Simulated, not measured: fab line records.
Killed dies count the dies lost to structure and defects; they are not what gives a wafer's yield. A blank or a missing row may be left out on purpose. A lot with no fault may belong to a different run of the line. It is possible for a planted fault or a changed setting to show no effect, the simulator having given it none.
fab line records -- flow nand-harc
record lots=13, wafers=39, last-day=33
route steps=1302 shown A_CHANNEL_HOLE_D1@487 A_DECK1_JOINT@526
lots that met no fault: taken from a fault-free run of the same line
start-h: hours from the record's first day to the start of the lot's first wafer shown -- wait-h: hours since the lot's step before -- " unchanged from the row above -- L1.1+2: one row covering several wafers at once -- - no value present, or no start provided -- * or withheld: withheld -- < > ~ a bound
route shown NAME@n: NAME is a module with steps in the file, n the number in the route of the first one -- usual: average and standard deviation across the fault-free wafers -- same: alike in all rows -- chamber/n: place in a boat -- sites: each site's reading -- _std_site: standard deviation of those values -- _edge_site: the outer-site mean with the inner-site mean subtracted -- radius-mm: how far each site lies from the wafer's centre -- mask NAME#n: copy n -- behind: the tool/chamber that last shaped the wafer -- hold: why the lot went on hold/how many hours it stayed there/how the hold came to an end -- device: the n, p or np transistor that did not switch -- end of line: the same wafers' tests at the end of the route -- for a step that has no rows: nothing shown but its recipe -- killed: dies lost to structure and defects at the first sort, not the wafer's yield -- map: a wafer's dies, x killed, . not, _ none there
set.NAME: setting as actually run; set.NAME@STEP: the setting as run at that earlier step -- model.NAME: the simulator's own value behind a step, which no gauge read
steps of the route over a sample of lots; a table a step, a row a wafer
services: a tool's chamber out of use, with start hour (start-h, from the record's first day; less than 0 if before it), hours out, and reason
## steps
# step NHARC_A_CHANNEL_HOLE_D1_CD_MEAS_30
# usual cd-nm=89.9/1.3
lot.wafer,tool,chamber,start-h,wait-h,cd-nm
L744.1,cd-sem-02,-,202.86,-,89.7
L744.3,cd-sem-02,-,202.86,-,88.4
L744.5,cd-sem-02,-,202.86,-,89.9
L745.2,cd-sem-03,-,210.53,-,88.9
L745.4,cd-sem-03,-,210.53,-,88.0
L745.5,cd-sem-03,-,210.53,-,89.4
L755.1,cd-sem-01,-,302.85,-,87.5
L755.4,cd-sem-01,-,302.85,-,88.1
L755.5,cd-sem-01,-,302.85,-,89.2
L756.2,cd-sem-03,-,325.30,-,89.1
L756.3,cd-sem-03,-,325.30,-,89.6
L756.5,cd-sem-03,-,325.30,-,88.7
L758.1,cd-sem-02,-,337.41,-,89.0
L758.2,cd-sem-02,-,337.41,-,89.7
L758.6,cd-sem-02,-,337.41,-,90.5
L759.2,cd-sem-03,-,357.28,-,90.2
L759.4,cd-sem-03,-,357.28,-,88.9
L759.5,cd-sem-03,-,357.28,-,88.4
L760.1,cd-sem-02,-,357.55,-,91.3
L760.3,cd-sem-02,-,357.55,-,92.5
L760.4,cd-sem-02,-,357.55,-,91.2
L761.1,cd-sem-02,-,371.70,-,90.1
L761.4,cd-sem-02,-,371.70,-,91.2
L761.6,cd-sem-02,-,371.70,-,91.8
L762.2,cd-sem-02,-,388.77,-,89.7
L762.4,cd-sem-02,-,388.77,-,92.5
L762.6,cd-sem-02,-,388.77,-,91.5
L763.3,cd-sem-02,-,392.93,-,91.1
L763.4,cd-sem-02,-,392.93,-,90.8
L763.5,cd-sem-02,-,392.93,-,90.2
L764.2,cd-sem-02,-,404.55,-,90.2
L764.4,cd-sem-02,-,404.55,-,91.2
L764.6,cd-sem-02,-,404.55,-,91.0
L765.1,cd-sem-03,-,416.04,-,88.4
L765.3,cd-sem-03,-,416.04,-,88.6
L765.6,cd-sem-03,-,416.04,-,90.7
L766.1,cd-sem-03,-,423.27,-,88.3
L766.4,cd-sem-03,-,423.27,-,88.9
L766.5,cd-sem-03,-,423.27,-,89.2
# step NHARC_A_CHANNEL_HOLE_D1_INSPECT_40
# usual raw-defect-count=70/24
lot.wafer,tool,chamber,start-h,wait-h,raw-defect-count
L744.1,defect-inspect-01,-,203.05,-,45
L744.3,defect-inspect-01,-,203.05,-,70
L744.5,defect-inspect-01,-,203.05,-,60
L745.2,defect-inspect-02,-,210.72,-,94
L745.4,defect-inspect-02,-,210.72,-,120
L745.5,defect-inspect-02,-,210.72,-,119
L755.1,defect-inspect-02,-,303.03,-,58
L755.4,defect-inspect-02,-,303.03,-,55
L755.5,defect-inspect-02,-,303.03,-,66
L756.2,defect-inspect-01,-,325.48,-,80
L756.3,defect-inspect-01,-,325.48,-,81
L756.5,defect-inspect-01,-,325.48,-,88
L758.1,defect-inspect-02,-,337.60,-,80
L758.2,defect-inspect-02,-,337.60,-,78
L758.6,defect-inspect-02,-,337.60,-,65
L759.2,defect-inspect-01,-,357.47,-,93
L759.4,defect-inspect-01,-,357.47,-,101
L759.5,defect-inspect-01,-,357.47,-,86
L760.1,defect-inspect-01,-,357.73,-,58
L760.3,defect-inspect-01,-,357.73,-,59
L760.4,defect-inspect-01,-,357.73,-,58
L761.1,defect-inspect-01,-,371.89,-,56
L761.4,defect-inspect-01,-,371.89,-,58
L761.6,defect-inspect-01,-,371.89,-,57
L762.2,defect-inspect-02,-,388.95,-,65
L762.4,defect-inspect-02,-,388.95,-,48
L762.6,defect-inspect-02,-,388.95,-,51
L763.3,defect-inspect-02,-,393.12,-,76
L763.4,defect-inspect-02,-,393.12,-,96
L763.5,defect-inspect-02,-,393.12,-,70
L764.2,defect-inspect-01,-,404.74,-,41
L764.4,defect-inspect-01,-,404.74,-,55
L764.6,defect-inspect-01,-,404.74,-,40
L765.1,defect-inspect-01,-,416.22,-,69
L765.3,defect-inspect-01,-,416.22,-,65
L765.6,defect-inspect-01,-,416.22,-,79
L766.1,defect-inspect-01,-,423.47,-,51
L766.4,defect-inspect-01,-,423.47,-,59
L766.5,defect-inspect-01,-,423.47,-,73
# step NHARC_A_DECK1_JOINT_CVD_12
# recipe target-thk-a=900, temp-c=620, pressure-mtorr=200, time-s=1800, material=poly-Si
# usual spike-tc-bottom-C=639.6/2, spike-tc-centre-C=620.5/1.2, spike-tc-lower-C=620.8/1.3, spike-tc-top-C=640.6/1.3, spike-tc-upper-C=619.5/1.5, tube-center-temp-C=620/0.056, zone-power-upper-pct=8.1/1.3
lot.wafer,tool,chamber,start-h,wait-h,spike-tc-bottom-C,spike-tc-centre-C,spike-tc-lower-C,spike-tc-top-C,spike-tc-upper-C,tube-center-temp-C,zone-power-upper-pct
L744.1,lpcvd-poly-03,0,261.27,2.9,652.1,635.2,633.7,654.6,634.0,633.49,8.1
L744.3,lpcvd-poly-03,0,261.27,2.9,652.1,634.5,633.7,655.7,634.2,633.49,7.9
L744.5,lpcvd-poly-03,0,261.27,2.9,650.3,635.3,633.7,656.0,632.9,633.64,8.0
L745.2,lpcvd-poly-01,0,269.64,2.6,641.3,621.7,621.1,640.3,618.2,620.09,7.2
L745.4,lpcvd-poly-01,0,269.64,2.6,642.1,620.1,621.9,640.0,618.2,620.06,7.1
L745.5,lpcvd-poly-01,0,269.64,2.6,640.4,621.3,622.8,640.4,619.7,620.01,7.0
L755.1,lpcvd-poly-02,0,361.22,2.4,637.2,617.3,619.7,642.2,618.5,620.07,10.2
L755.4,lpcvd-poly-02,0,361.22,2.4,637.7,619.2,621.4,641.3,619.4,620.03,10.3
L755.5,lpcvd-poly-02,0,361.22,2.4,636.5,619.2,619.8,639.4,618.7,619.98,10.3
L756.2,lpcvd-poly-02,0,381.01,2.5,636.8,619.4,620.5,639.9,618.1,620,10.3
L756.3,lpcvd-poly-02,0,381.01,2.5,637.6,619.6,619.8,639.5,617.6,620.02,10.5
L756.5,lpcvd-poly-02,0,381.01,2.5,637.4,618.1,620.6,639.8,618.7,619.99,10.5
L758.1,lpcvd-poly-01,0,393.27,2.6,641.7,620.9,621.4,638.7,618.9,620.01,7.1
L758.2,lpcvd-poly-01,0,393.27,2.6,643.0,622.2,619.9,639.7,617.7,619.97,7.1
L758.6,lpcvd-poly-01,0,393.27,2.6,640.8,620.9,622.8,640.0,617.1,619.97,7.1
L759.2,lpcvd-poly-03,0,413.41,2.6,639.5,619.7,620.5,639.5,618.9,620.07,7.7
L759.4,lpcvd-poly-03,0,413.41,2.6,639.4,620.6,620.4,641.2,620.9,619.93,7.7
L759.5,lpcvd-poly-03,0,413.41,2.6,640.9,620.0,621.5,641.8,622.1,620.07,7.7
L760.1,lpcvd-poly-03,0,413.41,2.6,639.3,622.9,620.9,641.9,623.4,620,7.6
L760.3,lpcvd-poly-03,0,413.41,2.6,636.9,620.5,619.7,642.4,621.9,620.01,7.5
L760.4,lpcvd-poly-03,0,413.41,2.6,639.6,621.2,619.9,641.3,620.6,619.98,7.6
L761.1,lpcvd-poly-03,0,429.80,2.6,639.7,619.3,618.7,641.2,620.6,619.86,7.7
L761.4,lpcvd-poly-03,0,429.80,2.6,638.0,620.2,619.6,640.9,622.3,620.04,7.7
L761.6,lpcvd-poly-03,0,429.80,2.6,639.3,621.8,619.9,641.8,623.7,619.95,7.7
L762.2,lpcvd-poly-01,0,447.62,2.6,641.5,622.6,618.8,640.5,618.8,620.01,7.0
L762.4,lpcvd-poly-01,0,447.62,2.6,640.1,622.0,620.8,638.7,618.3,620.03,7.1
L762.6,lpcvd-poly-01,0,447.62,2.6,641.4,620.3,621.4,640.0,618.2,619.88,7.1
L763.3,lpcvd-poly-01,0,447.62,2.6,641.5,621.0,621.7,638.9,619.9,620.04,7.1
L763.4,lpcvd-poly-01,0,447.62,2.6,640.0,622.0,621.7,639.6,618.6,619.99,7.1
L763.5,lpcvd-poly-01,0,447.62,2.6,641.1,620.9,622.7,640.1,617.1,619.97,7.2
L764.2,lpcvd-poly-02,0,461.20,2.4,638.1,618.6,620.7,641.4,617.9,619.99,10.2
L764.4,lpcvd-poly-02,0,461.20,2.4,636.7,621.0,616.6,638.6,618.2,619.98,10.3
L764.6,lpcvd-poly-02,0,461.20,2.4,637.3,620.6,620.1,639.2,617.0,619.96,10.3
L765.1,lpcvd-poly-02,0,472.53,2.4,638.1,619.6,622.0,639.7,617.8,619.94,10.3
L765.3,lpcvd-poly-02,0,472.53,2.4,636.7,618.8,618.2,641.0,619.9,619.99,10.4
L765.6,lpcvd-poly-02,0,472.53,2.4,636.8,619.7,621.7,640.6,618.8,619.95,10.3
L766.1,lpcvd-poly-01,0,484.14,2.6,641.7,621.7,621.6,640.3,617.9,620.05,7.1
L766.4,lpcvd-poly-01,0,484.14,2.6,641.1,620.7,619.8,640.0,619.2,619.97,7.1
L766.5,lpcvd-poly-01,0,484.14,2.6,642.1,621.4,621.6,639.3,619.0,620,7.1
# step NHARC_A_DECK1_JOINT_CMP_02
# recipe material=SiOx
# usual motor-current-A=11.6/1.4, slurry-flow-ml-min=150.1/0.47
lot.wafer,tool,chamber,start-h,wait-h,motor-current-A,slurry-flow-ml-min
L744.1,cmp-02,0,286.89,0.4,11.0,150.3
L744.3,cmp-02,3,286.89,0.4,13.2,150.1
L744.5,cmp-02,0,286.89,0.4,10.8,150.0
L745.4,cmp-04,2,295.94,0.4,11.1,149.5
L745.2,cmp-04,0,295.94,0.4,12.8,150.6
L745.5,cmp-04,2,295.94,0.4,11.3,149.8
L755.1,cmp-02,3,388.84,0.4,13.3,149.9
L755.4,cmp-02,0,388.84,0.4,11.0,150.4
L755.5,cmp-02,0,388.84,0.4,10.5,149.4
L756.2,cmp-02,1,408.72,0.4,10.3,149.7
L756.3,cmp-02,2,408.72,0.4,13.5,150.5
L756.5,cmp-02,2,408.72,0.4,13.9,149.6
L758.1,cmp-04,3,427.41,0.4,9.9,150.7
L758.2,cmp-04,0,427.41,0.4,12.8,150.3
L758.6,cmp-04,2,427.41,0.4,11.1,149.9
L759.4,cmp-02,3,440.02,0.4,12.9,150.0
L759.2,cmp-02,1,440.02,0.4,10.8,150.2
L759.5,cmp-02,3,440.02,0.4,13.5,150.3
L760.3,cmp-04,3,440.02,0.4,10.3,150.2
L760.4,cmp-04,0,440.02,0.4,13.1,150.6
L760.1,cmp-04,1,440.02,0.4,11.7,149.3
L761.4,cmp-04,2,461.59,0.4,11.4,150.1
L761.1,cmp-04,3,461.59,0.4,10.3,149.7
L761.6,cmp-04,2,461.59,0.4,11.8,150.4
L762.2,cmp-02,1,474.65,0.4,10.6,149.8
L762.4,cmp-02,2,474.65,0.4,14.0,151.2
L762.6,cmp-02,1,474.65,0.4,10.4,149.4
L763.3,cmp-01,2,474.65,0.4,11.4,150.1
L763.4,cmp-01,0,474.65,0.4,12.1,150.2
L763.5,cmp-01,2,474.65,0.4,11.3,150.0
L764.4,cmp-01,1,489.02,0.4,10.2,150.8
L764.2,cmp-01,2,489.02,0.4,11.3,149.9
L764.6,cmp-01,0,489.02,0.4,11.0,150.0
L765.1,cmp-02,0,501.60,0.4,10.5,148.8
L765.3,cmp-02,2,501.60,0.4,13.1,149.5
L765.6,cmp-02,0,501.60,0.4,9.7,148.7
L766.4,cmp-02,0,508.49,0.4,10.2,150.2
L766.1,cmp-02,3,508.49,0.4,14.0,149.6
L766.5,cmp-02,0,508.49,0.4,10.5,149.8
## services
tool,chamber,start-h,hours,kind
cmp-02,-,239.86,0.4,repair
cmp-01,-,254.32,4.8,repair
cmp-02,-,257.02,1.5,repair
cmp-01,-,264.11,0.5,repair
cmp-04,-,265.00,1.0,repair
cmp-04,-,267.25,0.5,repair
cmp-04,-,275.69,1.5,repair
cmp-01,-,287.77,4.0,pm
cmp-04,-,307.00,4.0,pm
cmp-02,-,330.50,4.0,pm
cmp-04,-,358.14,1.1,repair
cmp-04,-,368.72,0.4,repair
cmp-01,-,385.77,4.0,pm
lpcvd-poly-03,-,387.21,26.0,pm
cmp-04,-,395.01,0.4,repair
cmp-04,-,405.00,4.0,pm
cmp-04,-,409.01,4.3,repair
cmp-01,-,413.61,3.9,repair
cmp-02,-,428.50,4.0,pm
cmp-01,-,449.08,0.7,repair
cmp-04,-,451.83,1.2,repair
cmp-02,-,465.94,0.4,repair
cmp-01,-,483.77,4.0,pm
cmp-04,-,503.00,4.0,pm
## key
first-sign step=NHARC_A_DECK1_JOINT_CVD_12, reading=tube-center-temp-C, direction=up, sigmas=99+, usual=*, struck=*
effect step=NHARC_A_DECK1_JOINT_CVD_12, reading=spike-tc-centre-C, direction=up, sigmas=12, usual=620.5, struck=635.0
met-at NHARC_A_DECK1_JOINT_CVD_12
struck-lots L744
tester-left-out L744
not-acting-at NHARC_A_CHANNEL_HOLE_D1_CD_MEAS_30,NHARC_A_CHANNEL_HOLE_D1_INSPECT_40,NHARC_A_DECK1_JOINT_CMP_02
fault kind=process-parameter-drift, tool=lpcvd-poly-03, chamber=-, onset-h=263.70, steps=NHARC_P_GATE_CVD_17,NHARC_A_SOURCE_PLATE_CVD_03,NHARC_A_CHANNEL_FILL_D1_CVD_18,NHARC_A_CHANNEL_FILL_D1_CVD_05,NHARC_A_CHANNEL_FILL_D1_CVD_09,NHARC_A_DECK1_JOINT_CVD_12,NHARC_A_CHANNEL_FILL_D2_CVD_18,NHARC_A_CHANNEL_FILL_D2_CVD_05,+2, channel=temp-c, offset=*, shape=step, end-h=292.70
# tester-left-out: of these lots the tester's yield and bins aren't shown, on N5 and GAA mostly nor the transistor test; their killed dies are dies lost to structure and defects alone, not to doping, threshold or leakage, so they don't give the yield
